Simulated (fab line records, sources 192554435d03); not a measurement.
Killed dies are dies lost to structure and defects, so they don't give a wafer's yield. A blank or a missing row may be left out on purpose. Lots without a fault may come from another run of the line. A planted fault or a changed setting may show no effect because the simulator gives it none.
One fault seen from 2 desks | flow n5_finfet | each desk has only its own numbers; what lay behind them comes last

THE TOOL OWNER'S DESK: pecvd-01
The tool's own readings at N5_BEOL_M14_DEP_53 (deposits SiCN from 3MS/NH3, target thk 50 nm, time 17.8 s): means of the sampled wafers that have a number, for each lot that ran on this tool. A lot is out of limits, marked OUT, if its mean lies more than 4 standard deviations from the usual mean; the brackets give that distance.
Columns: A = showerhead_plenum_p_Torr at N5_BEOL_M14_DEP_53, usual 4.165 Torr; B = throttle_valve_pct at N5_BEOL_M14_DEP_53, usual 17.7 %
lot  | first seen here | A     | B
L565 | day 12 16:33    | 4.164 | 17.6
L574 | day 15 13:02    | 4.155 | 17.1
L573 | day 15 13:17    | 4.181 | 17.4
L576 | day 16 07:43    | 4.175 | 17.6
This desk's finding: nothing out of limits on any of the 4 lots.

THE METROLOGY DESK
What the gauges read, lot by lot, whatever tool the lot ran on: means of the sampled wafers that have a number. A lot is out of limits, marked OUT, if its mean lies more than 4 standard deviations from the usual mean; the brackets give that distance.
Columns: A = M14_THK at N5_BEOL_M14_THK_MEAS_50, usual 564 nm; B = M14_RS at N5_BEOL_M14_RS_MEAS_54, usual 0.0334 ohm/sq
lot  | first seen here | A   | B
L563 | day 11 22:13    | 562 | 0.0336
L565 | day 12 16:29    | 566 | 0.0328
L574 | day 15 12:58    | 552 | 0.0340
L573 | day 15 13:13    | 574 | 0.0330
L576 | day 16 07:39    | 560 | 0.0337
L581 | day 16 20:25    | 573 | 0.0330
L584 | day 18 02:18    | 559 | 0.0336
This desk's finding: nothing out of limits on any of the 7 lots.

PUT TOGETHER
The tool owner's desk saw nothing out of limits.
The metrology desk saw nothing out of limits.

WHAT THE SIMULATOR HAD PUT IN
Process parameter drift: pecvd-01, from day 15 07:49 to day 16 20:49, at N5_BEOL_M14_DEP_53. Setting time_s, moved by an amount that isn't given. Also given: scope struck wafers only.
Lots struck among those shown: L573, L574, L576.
